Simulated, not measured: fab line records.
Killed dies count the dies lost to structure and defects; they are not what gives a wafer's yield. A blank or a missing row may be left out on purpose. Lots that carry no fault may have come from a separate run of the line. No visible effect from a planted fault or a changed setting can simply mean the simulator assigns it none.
Check for tools in common | flow nand_harc | Sampled: 2 lots, 6 wafers

WHY THIS WAS OPENED
At NHARC_END_SORT_01 the reading killed_at_array is flagged on 2 of 2 lots. Wafers without a fault read 30, standard deviation 10.
Rule: a lot is flagged when every wafer of it that has a number lies more than 4 standard deviations from that mean, or none has a number. The rest of the lots are taken to be sound.

lot  | measured     | on        | killed_at_array, wafer by wafer | flag
L150 | day 23 08:32 | prober-01 | 674 673 670                     | FLAGGED
L152 | day 24 07:23 | prober-01 | 672 676 675                     | FLAGGED
On average the flagged lots' numbers are 673, which is +643 against the usual, or +64 standard deviations.

WHICH TOOL RAN EACH LOT
Before the reading, the record contains 3 process steps out of a 1159-step route. Cell contents, in order: the tool; ch with the chambers the sampled wafers went through; the start.
lot  | flag    | NHARC_A_ZERO_WELL_RTA_16         | NHARC_A_ONON_D1_DEP_25      | NHARC_A_CHANNEL_HOLE_D1_DESCUM_15
L150 | FLAGGED | rtp_anneal-02 ch 0, day 10 06:10 | pecvd_onon-03, day 11 15:37 | no row
L152 | FLAGGED | rtp_anneal-02 ch 0, day 10 08:26 | pecvd_onon-01, day 11 15:41 | no row
What is done by these steps:
- NHARC_A_ZERO_WELL_RTA_16: time 10 s.
- NHARC_A_ONON_D1_DEP_25: target thk 1000 nm.
- NHARC_A_CHANNEL_HOLE_D1_DESCUM_15: chemistry O2, time 3 s.
- NHARC_END_SORT_01

FLAGGED OVER TOTAL, TOOL BY TOOL (the gauges that took the reading come last)
step                     | tool          | lots run | flagged | share of the flagged lots | sound lots run after its first flagged lot
NHARC_A_ZERO_WELL_RTA_16 | rtp_anneal-02 | 2        | 2       | all                       | 0
NHARC_A_ONON_D1_DEP_25   | pecvd_onon-01 | 1        | 1       | some                      | 0
NHARC_A_ONON_D1_DEP_25   | pecvd_onon-03 | 1        | 1       | some                      | 0
NHARC_END_SORT_01        | prober-01     | 2        | 2       | all                       | 0

WHAT THE TABLE PERMITS
In 2 table rows, all flagged lots were run: rtp_anneal-02 (NHARC_A_ZERO_WELL_RTA_16), prober-01 (NHARC_END_SORT_01).
- rtp_anneal-02 at NHARC_A_ZERO_WELL_RTA_16: 2 of its 2 lots flagged. In this sample it ran no sound lot ahead of its first flagged lot, so there is no way to narrow down the start.
- prober-01 at NHARC_END_SORT_01: 2 of its 2 lots flagged. In this sample it ran no sound lot ahead of its first flagged lot, so there is no way to narrow down the start.
Counting lots can't tell these 2 tools apart, because each fits a fault that began at some hour. More lots, or a look at what each step does to the wafer, might.

WHAT THE SIMULATOR HAD PUT IN
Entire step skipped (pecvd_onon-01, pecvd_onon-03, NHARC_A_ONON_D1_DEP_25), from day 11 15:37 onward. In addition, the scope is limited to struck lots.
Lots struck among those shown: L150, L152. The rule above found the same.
